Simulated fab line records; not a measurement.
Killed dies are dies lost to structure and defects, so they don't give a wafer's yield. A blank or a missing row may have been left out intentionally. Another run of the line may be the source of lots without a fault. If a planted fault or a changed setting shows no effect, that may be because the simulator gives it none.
Chamber matching    flow nand_harc    cmp-04 running NHARC_A_SGD_CUT_CMP_21: 4 sister chambers
The step polishes, target thk 148.19 nm. 8 wafers are shown with their chamber, then 10 later ones without.

== WAFERS, EACH WITH ITS CHAMBER ==
wafer   chamber  motor_current_A (A)  time_to_endpoint_s (s)
L082.5  1        13.0                 47.5
L082.6  0        13.0                 50.2
L085.4  0        13.8                 51.5
L085.5  2        14.4                 51.2
L087.2  1        13.2                 49.4
L087.3  2        15.3                 48.9
L089.3  3        11.9                 51.5
L089.5  3        11.1                 53.3

== WAFERS MISSING THEIR CHAMBER ==
wafer   motor_current_A (A)  time_to_endpoint_s (s)
L089.6  14.6                 47.4
L091.2  11.9                 51.2
L091.3  12.9                 52.3
L091.4  12.9                 53.9
L095.1  13.6                 50.4
L095.2  15.1                 48.1
L095.4  12.7                 46.8
L097.1  13.5                 48.4
L097.2  13.2                 50.2
L097.5  11.5                 52.8

== WHICH CHAMBER EACH WENT THROUGH ==
wafer   from the rows above           in truth
L089.6  can't be placed: 2 or 1 or 0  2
L091.2  can't be placed: 3 or 0 or 1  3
L091.3  can't be placed: 0 or 3 or 1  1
L091.4  can't be placed: 0 or 3 or 1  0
L095.1  can't be placed: 0 or 1 or 2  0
L095.2  2                             2
L095.4  can't be placed: 1 or 0       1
L097.1  can't be placed: 1 or 0       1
L097.2  can't be placed: 0 or 1       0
L097.5  3                             3
Placed correctly: 2 of 10. Cannot be placed on the basis of these rows: 8; the candidates contain the true chamber in 8. Placed wrongly: 0.
How it was worked out, from the rows above alone: a wafer's distance from a chamber is the root of the sum, over the readings, of the square of ((its reading less the chamber's mean) divided by the reading's scatter). The wafer belongs to the nearest chamber; if the next one is less than 2 further off, it can't be placed. A chamber's mean is the mean of its shown wafers. The scatter: the root of (the sum of the squares of (reading less its chamber's mean) over the shown wafers, divided by (wafers less chambers)).
